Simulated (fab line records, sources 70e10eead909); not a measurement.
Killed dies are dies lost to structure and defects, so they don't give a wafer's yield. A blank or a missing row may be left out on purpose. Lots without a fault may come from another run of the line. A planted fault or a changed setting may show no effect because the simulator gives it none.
Chamber matching | flow nand_harc | NHARC_P_M1_DESCUM_14 on rie_diel-02: 4 sister chambers
The step chemistry O2, time 3 s. 8 wafers are shown with their chamber, then 12 later ones without.

WAFERS WITH THEIR CHAMBER
wafer  | chamber | showerhead_plenum_p_Torr (Torr) | drypump_motor_current_A (A)
L083.4 | 3       | 2.01                            | 5.8
L091.2 | 2       | 1.99                            | 5.4
L091.3 | 0       | 1.86                            | 5.1
L091.5 | 2       | 1.99                            | 5.5
L092.3 | 0       | 1.86                            | 5.1
L094.2 | 3       | 2.01                            | 5.8
L094.3 | 1       | 1.79                            | 6.1
L094.5 | 1       | 1.80                            | 6.1

WAFERS WITHOUT THEIR CHAMBER
wafer  | showerhead_plenum_p_Torr (Torr) | drypump_motor_current_A (A)
L095.3 | 1.79                            | 6.0
L095.4 | 1.99                            | 5.5
L095.6 | 1.86                            | 5.1
L096.1 | 2.01                            | 5.8
L096.3 | 1.79                            | 6.0
L096.4 | 1.99                            | 5.5
L097.2 | 1.99                            | 5.5
L097.3 | 1.86                            | 5.1
L097.6 | 1.79                            | 6.0
L097.1 | 1.79                            | 6.1
L097.4 | 2.01                            | 5.8
L097.5 | 1.86                            | 5.1

WHICH CHAMBER EACH WENT THROUGH
wafer  | from the rows above | in truth
L095.3 | 1                   | 1
L095.4 | 2                   | 2
L095.6 | 0                   | 0
L096.1 | 3                   | 3
L096.3 | 1                   | 1
L096.4 | 2                   | 2
L097.2 | 2                   | 2
L097.3 | 0                   | 0
L097.6 | 1                   | 1
L097.1 | 1                   | 1
L097.4 | 3                   | 3
L097.5 | 0                   | 0
Placed correctly: 12 of 12. Can't be placed from these rows: 0. Placed wrongly: 0.
How it was worked out, from the rows above alone: a wafer's distance from a chamber is the root of the sum, over the readings, of the square of ((its reading less the chamber's mean) divided by the reading's scatter). The wafer belongs to the nearest chamber; if the next one is less than 2 further off, it can't be placed. A chamber's mean is the mean of its shown wafers. The scatter: the root of (the sum of the squares of (reading less its chamber's mean) over the shown wafers, divided by (wafers less chambers)).
